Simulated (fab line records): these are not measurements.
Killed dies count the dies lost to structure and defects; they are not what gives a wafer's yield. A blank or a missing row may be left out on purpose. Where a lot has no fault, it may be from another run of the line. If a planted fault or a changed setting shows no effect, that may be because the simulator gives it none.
Chamber matching || flow n5_finfet || N5_BEOL_M10_ILD_DEP_00 on pecvd-01 has 3 sister chambers
The step deposits SiCOH lowk from DEMS/porogen, target thk 308.51 nm, time 58 s. 3 wafers are shown with their chamber, then 7 later ones without.

== EACH WAFER AND ITS CHAMBER ==
{"wafer": "L091.2", "chamber": 2, "throttle_valve_pct (%)": 13.0}
{"wafer": "L092.2", "chamber": 0, "throttle_valve_pct (%)": 14.2}
{"wafer": "L092.4", "chamber": 1, "throttle_valve_pct (%)": 14.1}

== WAFERS WHOSE CHAMBER IS MISSING ==
{"wafer": "L092.5", "throttle_valve_pct (%)": 12.7}
{"wafer": "L076.2", "throttle_valve_pct (%)": 14.1}
{"wafer": "L076.3", "throttle_valve_pct (%)": 14.0}
{"wafer": "L076.5", "throttle_valve_pct (%)": 14.2}
{"wafer": "L097.1", "throttle_valve_pct (%)": 13.9}
{"wafer": "L097.3", "throttle_valve_pct (%)": 12.3}
{"wafer": "L097.6", "throttle_valve_pct (%)": 14.2}

== EACH ONE'S CHAMBER ==
{"wafer": "L092.5", "from the rows above": 2, "in truth": 2}
{"wafer": "L076.2", "from the rows above": "can't be placed: 1 or 0", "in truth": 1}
{"wafer": "L076.3", "from the rows above": "can't be placed: 1 or 0", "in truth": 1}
{"wafer": "L076.5", "from the rows above": "can't be placed: 0 or 1", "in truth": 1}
{"wafer": "L097.1", "from the rows above": "can't be placed: 1 or 0", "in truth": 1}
{"wafer": "L097.3", "from the rows above": 2, "in truth": 2}
{"wafer": "L097.6", "from the rows above": "can't be placed: 0 or 1", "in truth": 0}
Placed correctly: 2 of 7. These rows do not allow placing 5 (true chamber among the candidates in 5). 0 placed wrongly.
How it was worked out, from the rows above alone: a wafer's distance from a chamber is the root of the sum, over the readings, of the square of ((its reading less the chamber's mean) divided by the reading's scatter). If the next closest chamber is less than 2 further off than the closest, the wafer can't be placed; otherwise it belongs to the closest. Each chamber's mean is taken over the wafers shown for it. The scatter: with one shown wafer a chamber, the root of the mean of the squares of how far each hidden wafer lies from its nearest shown one.
